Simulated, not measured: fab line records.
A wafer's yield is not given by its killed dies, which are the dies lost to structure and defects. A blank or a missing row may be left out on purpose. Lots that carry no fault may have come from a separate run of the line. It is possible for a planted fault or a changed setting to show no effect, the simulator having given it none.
Which tool is to blame? + flow n5Finfet + 8 lots, 24 wafers sampled, at 5 steps of a route of 1938

WHAT EACH GAUGE READ, for each wafer
N5_BEOL_M4_RC_MEAS_101. Usual: CJ_P 5.82, standard deviation 0.15; DIBL_N 36.6 mV/V, standard deviation 1.3; DIBL_P 36.4 mV/V, standard deviation 1.4; IOFF_N 0.167 nA/um, standard deviation 0.023; IOFF_P 0.219 nA/um, standard deviation 0.029; IOFF_P_85C 3.8 nA/um, standard deviation 0.42; IOFF_P_LIN 0.104 nA/um, standard deviation 0.012; ION_N 678 uA/um, standard deviation 8.7; ION_P 464 uA/um, standard deviation 6.4; REXT_P 101.3 ohm.um, standard deviation 2.6; SS_N 71.5 mV/dec, standard deviation 0.53; SS_P 73.4 mV/dec, standard deviation 0.57; VT_N 248.5 mV, standard deviation 2.8; VT_P -249 mV, standard deviation 3.1; VT_P_LVT -99.0 mV, standard deviation 2.7.
| lot  | measured     | on        | CJ_P           | DIBL_N (mV/V)  | DIBL_P (mV/V)  | IOFF_N (nA/um)    | IOFF_P (nA/um)    | IOFF_P_85C (nA/um) | IOFF_P_LIN (nA/um) | ION_N (uA/um) | ION_P (uA/um) | REXT_P (ohm.um)   | SS_N (mV/dec)  | SS_P (mV/dec)  | VT_N (mV)         | VT_P (mV)      | VT_P_LVT (mV)        | flag |
|------|--------------|-----------|----------------|----------------|----------------|-------------------|-------------------|--------------------|--------------------|---------------|---------------|-------------------|----------------|----------------|-------------------|----------------|----------------------|------|
| L878 | day 8 17:11  | prober-01 | 5.73 5.64 5.73 | 37.4 37.8 36.8 | 37.4 37.4 36.8 | 0.195 0.193 0.171 | 0.237 0.224 0.216 | 4.0 3.9 3.8        | 0.108 0.103 0.101  | 697 690 683   | 467 465 465   | 97.8 99.5 98.0    | 72.2 70.9 71.2 | 73.3 72.9 73.5 | 243.2 245.4 248.1 | -248 -249 -250 | -96.9 -96.9 -97.3    |      |
| L880 | day 9 04:13  | prober-02 | 5.78 5.86 6.00 | 35.3 34.1 34.1 | 33.7 32.7 33.6 | 0.136 0.125 0.129 | 0.182 0.170 0.179 | 3.3 3.1 3.3        | 0.090 0.087 0.091  | 658 659 668   | 455 458 458   | 100.2 97.5 98.2   | 70.3 70.5 70.8 | 73.0 72.9 72.8 | 255.9 253.4 253.7 | -250 -250 -251 | -101.9 -102.1 -100.5 |      |
| L881 | day 9 01:15  | prober-02 | 5.59 5.98 5.99 | 35.6 37.3 36.9 | 34.5 36.0 36.0 | 0.152 0.181 0.180 | 0.219 0.244 0.244 | 3.7 4.2 4.1        | 0.106 0.114 0.114  | 676 685 679   | 470 472 468   | 106.9 108.9 107.6 | 71.3 71.9 71.7 | 73.5 73.3 73.9 | 247.8 246.9 249.0 | -246 -247 -245 | -98.6 -97.8 -96.8    |      |
| L886 | day 11 14:48 | prober-02 | 4.36 4.93 4.46 | 35.0 37.0 37.8 | 23.3 25.8 26.1 | 0.133 0.166 0.169 | 0.030 0.036 0.036 | 0.7 0.8 0.8        | 0.020 0.023 0.023  | 666 681 669   | 292 302 290   | 304.2 299.7 301.7 | 70.6 71.8 71.9 | 70.9 71.4 71.4 | 252.4 247.1 250.5 | -290 -288 -287 | -140.4 -138.2 -138.6 | OFF  |
| L887 | day 13 12:19 | prober-01 | 4.35 4.25 4.64 | 35.0 37.5 36.5 | 24.7 27.2 26.7 | 0.166 0.216 0.195 | 0.033 0.040 0.040 | 0.8 0.9 0.9        | 0.022 0.025 0.025  | 672 671 671   | 290 297 298   | 302.8 296.3 298.2 | 71.2 71.8 71.5 | 70.9 71.3 72.1 | 247.8 248.1 247.5 | -292 -289 -290 | -140.3 -138.8 -137.9 | OFF  |
| L894 | day 14 05:10 | prober-01 | 5.76 5.79 5.85 | 36.7 36.8 35.3 | 35.2 37.2 35.2 | 0.151 0.157 0.133 | 0.167 0.193 0.169 | 3.0 3.5 3.1        | 0.083 0.091 0.084  | 675 674 665   | 448 460 453   | 103.7 101.7 102.4 | 72.3 71.7 71.6 | 73.0 73.3 72.5 | 250.5 248.2 251.8 | -255 -254 -252 | -102.8 -100.0 -102.0 |      |
| L896 | day 14 20:09 | prober-02 | 5.91 5.90 5.98 | 35.9 35.2 36.6 | 35.4 35.2 36.0 | 0.156 0.148 0.169 | 0.219 0.225 0.230 | 3.8 3.9 3.9        | 0.104 0.108 0.107  | 675 681 681   | 464 472 466   | 99.5 98.3 100.8   | 70.9 70.5 70.9 | 73.2 73.5 73.4 | 246.8 249.7 246.5 | -250 -248 -248 | -95.7 -95.3 -96.1    |      |
| L898 | day 14 22:31 | prober-01 | 5.51 5.84 5.87 | 39.3 37.9 37.2 | 37.6 37.0 36.2 | 0.193 0.165 0.149 | 0.207 0.200 0.180 | 3.5 3.4 3.2        | 0.093 0.091 0.084  | 689 679 672   | 461 466 456   | 97.4 95.9 97.7    | 71.7 71.7 71.6 | 74.3 73.7 73.5 | 245.8 249.2 252.1 | -252 -253 -255 | -102.9 -102.1 -104.0 |      |

WHICH TOOL RAN EACH LOT (tool, then ch and the chambers of the sampled wafers, then the start)
| lot  | N5_SD_EPI_N_ETCH_35              | N5_SD_EPI_N_ETCH_45              | N5_SD_EPI_P_DESCUM_14            | N5_SD_EPI_P_VAPOR_ETCH_44     |
|------|----------------------------------|----------------------------------|----------------------------------|-------------------------------|
| L878 | rieDiel-01 ch 0,1, day 3 02:21   | rieDiel-01 ch 0,1, day 3 02:46   | rieDiel-02 ch 2,3, day 3 06:43   | epiRpcvd-04 ch 0, day 3 07:52 |
| L880 | rieDiel-04 ch 0,2,3, day 3 14:07 | rieDiel-04 ch 0,2,3, day 3 14:32 | rieDiel-03 ch 0,1,3, day 3 19:04 | epiRpcvd-02 ch 0, day 3 20:17 |
| L881 | rieDiel-05 ch 1,2,3, day 3 19:46 | rieDiel-05 ch 1,2,3, day 3 20:11 | rieDiel-06 ch 0,3, day 4 00:58   | epiRpcvd-02 ch 0, day 4 02:14 |
| L886 | rieDiel-01 ch 0,1,2, day 5 01:26 | rieDiel-01 ch 0,1,2, day 5 01:52 | rieDiel-03 ch 0,2,3, day 5 07:31 | epiRpcvd-04, day 5 08:43      |
| L887 | rieDiel-05 ch 0,1,2, day 5 07:09 | rieDiel-05 ch 0,1,2, day 5 07:34 | rieDiel-03 ch 0,2, day 5 11:41   | epiRpcvd-02, day 5 13:01      |
| L894 | rieDiel-04 ch 0,2,3, day 7 01:14 | rieDiel-04 ch 0,2,3, day 7 01:40 | rieDiel-03 ch 1,3, day 7 05:35   | epiRpcvd-04 ch 0, day 7 06:47 |
| L896 | rieDiel-05 ch 0,1, day 7 12:17   | rieDiel-05 ch 0,1, day 7 12:43   | rieDiel-02 ch 1,3, day 7 17:26   | epiRpcvd-02 ch 0, day 7 18:37 |
| L898 | rieDiel-05 ch 0,2,3, day 8 06:01 | rieDiel-05 ch 0,2,3, day 8 06:26 | rieDiel-02 ch 0,2,3, day 8 11:50 | epiRpcvd-02 ch 0, day 8 13:00 |
- N5_SD_EPI_N_ETCH_35: etches SOC in N2/H2, overetch 108 nm, time 486 s.
- N5_SD_EPI_N_ETCH_45: etches SiOCN in CH3F/O2, target depth 6 nm.
- N5_SD_EPI_P_DESCUM_14: chemistry O2, time 7.9 s.
- N5_SD_EPI_P_VAPOR_ETCH_44: etches SiGe30 in NF3/Ar, time 3.3 s.

WHAT THE TOOLS THEMSELVES READ (means of the sampled wafers that have a number; where no wafer has one, the mark that the record gives instead)
N5_SD_EPI_N_ETCH_35. Usual: biasW 133.0 W, standard deviation 0.39; chamberPressureMTorr 20.000 mTorr, standard deviation 0.018; drypumpMotorCurrentA 5.9 A, standard deviation 0.47; h2FlowSccm 200.0 sccm, standard deviation 0.66; oesProductAu 0.70 a.u., standard deviation 0.066; rfFwdPowerW 2995 W, standard deviation 8.8; rfVppV 241.0 V, standard deviation 1.1; showerheadPlenumPTorr 2.57 Torr, standard deviation 0.067; throttleValvePct 23.92 %, standard deviation 0.18.
| lot  | tool       | biasW (W) | chamberPressureMTorr (mTorr) | drypumpMotorCurrentA (A) | h2FlowSccm (sccm) | oesProductAu (a.u.) | rfFwdPowerW (W) | rfVppV (V) | showerheadPlenumPTorr (Torr) | throttleValvePct (%) | flag |
|------|------------|-----------|------------------------------|--------------------------|-------------------|---------------------|-----------------|------------|------------------------------|----------------------|------|
| L878 | rieDiel-01 | 132.9     | 19.994                       | 6.2                      | 200.1             | 0.81                | 2999            | 239.9      | 2.52                         | 23.82                |      |
| L880 | rieDiel-04 | 133.5     | 20.004                       | 5.8                      | 199.9             | 0.63                | 2993            | 240.2      | 2.59                         | 24.03                |      |
| L881 | rieDiel-05 | 132.9     | 20.001                       | 6.2                      | 200.1             | 0.72                | 2990            | 240.6      | 2.56                         | 23.86                |      |
| L886 | rieDiel-01 | 133.3     | 19.995                       | 5.7                      | 199.9             | 0.72                | 2992            | 240.2      | 2.55                         | 23.78                |      |
| L887 | rieDiel-05 | 133.1     | 20.004                       | 6.1                      | 200.7             | 0.72                | 2993            | 241.7      | 2.63                         | 23.94                |      |
| L894 | rieDiel-04 | 133.3     | 19.995                       | 5.8                      | 200.1             | 0.71                | 3002            | 240.0      | 2.58                         | 23.97                |      |
| L896 | rieDiel-05 | 133.2     | 20.003                       | 6.0                      | 200.2             | 0.73                | 2986            | 241.8      | 2.64                         | 23.98                |      |
| L898 | rieDiel-05 | 132.7     | 20.000                       | 5.9                      | 200.8             | 0.71                | 2990            | 241.3      | 2.59                         | 23.98                |      |

N5_SD_EPI_N_ETCH_45. Usual: CH3F_flow_sccm 30.00 sccm, standard deviation 0.099; O2_flow_sccm 19.99 sccm, standard deviation 0.056; drypumpMotorCurrentA 5.9 A, standard deviation 0.47; oesProductAu 0.78 a.u., standard deviation 0.078; rfFwdPowerW 408.3 W, standard deviation 1.5; rfVppV 127.5 V, standard deviation 0.93; showerheadPlenumPTorr 2.02 Torr, standard deviation 0.051; throttleValvePct 23.43 %, standard deviation 0.15.
| lot  | tool       | CH3F_flow_sccm (sccm) | O2_flow_sccm (sccm) | drypumpMotorCurrentA (A) | oesProductAu (a.u.) | rfFwdPowerW (W) | rfVppV (V) | showerheadPlenumPTorr (Torr) | throttleValvePct (%) | flag |
|------|------------|-----------------------|---------------------|--------------------------|---------------------|-----------------|------------|------------------------------|----------------------|------|
| L878 | rieDiel-01 | 30.05                 | 20.00               | 6.2                      | 0.91                | 409.5           | 127.1      | 1.98                         | 23.30                |      |
| L880 | rieDiel-04 | 29.98                 | 19.99               | 5.7                      | 0.71                | 407.9           | 127.2      | 2.04                         | 23.50                |      |
| L881 | rieDiel-05 | 30.01                 | 19.98               | 6.2                      | 0.80                | 408.8           | 127.9      | 2.01                         | 23.38                |      |
| L886 | rieDiel-01 | 29.88                 | 20.01               | 5.7                      | 0.81                | 408.4           | 127.6      | 2.01                         | 23.31                |      |
| L887 | rieDiel-05 | 30.01                 | 19.99               | 6.1                      | 0.80                | 408.9           | 128.2      | 2.06                         | 23.39                |      |
| L894 | rieDiel-04 | 30.04                 | 19.99               | 5.8                      | 0.79                | 409.0           | 128.3      | 2.03                         | 23.45                |      |
| L896 | rieDiel-05 | 29.94                 | 19.90               | 6.0                      | 0.82                | 407.4           | 128.2      | 2.07                         | 23.36                |      |
| L898 | rieDiel-05 | 30.03                 | 19.92               | 5.9                      | 0.79                | 407.6           | 127.5      | 2.03                         | 23.50                |      |

N5_SD_EPI_P_DESCUM_14. Usual: drypumpMotorCurrentA 5.7 A, standard deviation 0.43; oesProductAu 0.80 a.u., standard deviation 0.1; rfFwdPowerW 49.35 W, standard deviation 0.24; rfVppV 243.1 V, standard deviation 1.4; showerheadPlenumPTorr 2.08 Torr, standard deviation 0.074; throttleValvePct 20.49 %, standard deviation 0.21.
| lot  | tool       | drypumpMotorCurrentA (A) | oesProductAu (a.u.) | rfFwdPowerW (W) | rfVppV (V) | showerheadPlenumPTorr (Torr) | throttleValvePct (%) | flag |
|------|------------|--------------------------|---------------------|-----------------|------------|------------------------------|----------------------|------|
| L878 | rieDiel-02 | 5.9                      | 0.82                | 49.19           | 243.7      | 2.09                         | 20.62                |      |
| L880 | rieDiel-03 | 5.4                      | 0.78                | 49.24           | 243.4      | 2.07                         | 20.42                |      |
| L881 | rieDiel-06 | 5.3                      | 0.69                | 49.29           | 242.7      | 2.07                         | 20.53                |      |
| L886 | rieDiel-03 | 5.2                      | 0.76                | 49.35           | 242.3      | 2.01                         | 20.47                |      |
| L887 | rieDiel-03 | 4.9                      | 0.83                | 49.42           | 242.0      | 2.04                         | 20.32                |      |
| L894 | rieDiel-03 | 5.7                      | 0.88                | 49.24           | 245.1      | 2.21                         | 20.32                |      |
| L896 | rieDiel-02 | 6.0                      | 0.84                | 49.10           | 243.5      | 2.06                         | 20.55                |      |
| L898 | rieDiel-02 | 5.8                      | 0.82                | 49.27           | 242.8      | 2.09                         | 20.55                |      |

N5_SD_EPI_P_VAPOR_ETCH_44. Usual: susceptorTempC 25.01 C, standard deviation 0.095.
| lot  | tool        | susceptorTempC (C) | flag |
|------|-------------|--------------------|------|
| L878 | epiRpcvd-04 | 25.09              |      |
| L880 | epiRpcvd-02 | 25.03              |      |
| L881 | epiRpcvd-02 | 24.98              |      |
| L886 | epiRpcvd-04 | -                  | OFF  |
| L887 | epiRpcvd-02 | -                  | OFF  |
| L894 | epiRpcvd-04 | 25.01              |      |
| L896 | epiRpcvd-02 | 25.04              |      |
| L898 | epiRpcvd-02 | 25.16              |      |

THE ANSWER, worked out from the rows above alone
Rule: a lot is off if the mean of its wafers that have a number lies more than 3 standard deviations from the usual mean. A lot without any number at a reading at which 4 lots or more have one is off too. The other lots that the step has rows for count as sound. After the gauges, taken in route order, come the tools' own readings; for these a lot's mean is taken, as printed above. The first step at which some lot is off is used, and at that step the reading that is off furthest; a lot without a number counts as furthest.
Off: L886, L887, at N5_BEOL_M4_RC_MEAS_101 (REXT_P).
A tool fits if, at a process step before that reading, it ran every lot that is off, and no sound lot after the first of them. Not tried: the gauges at N5_BEOL_M4_RC_MEAS_101; whatever is off there is also off at N5_SD_EPI_P_VAPOR_ETCH_44, on other tools, and gauge error can't account for it. No candidate that was tried fits.

WHAT HAD BEEN PUT IN BY THE SIMULATOR
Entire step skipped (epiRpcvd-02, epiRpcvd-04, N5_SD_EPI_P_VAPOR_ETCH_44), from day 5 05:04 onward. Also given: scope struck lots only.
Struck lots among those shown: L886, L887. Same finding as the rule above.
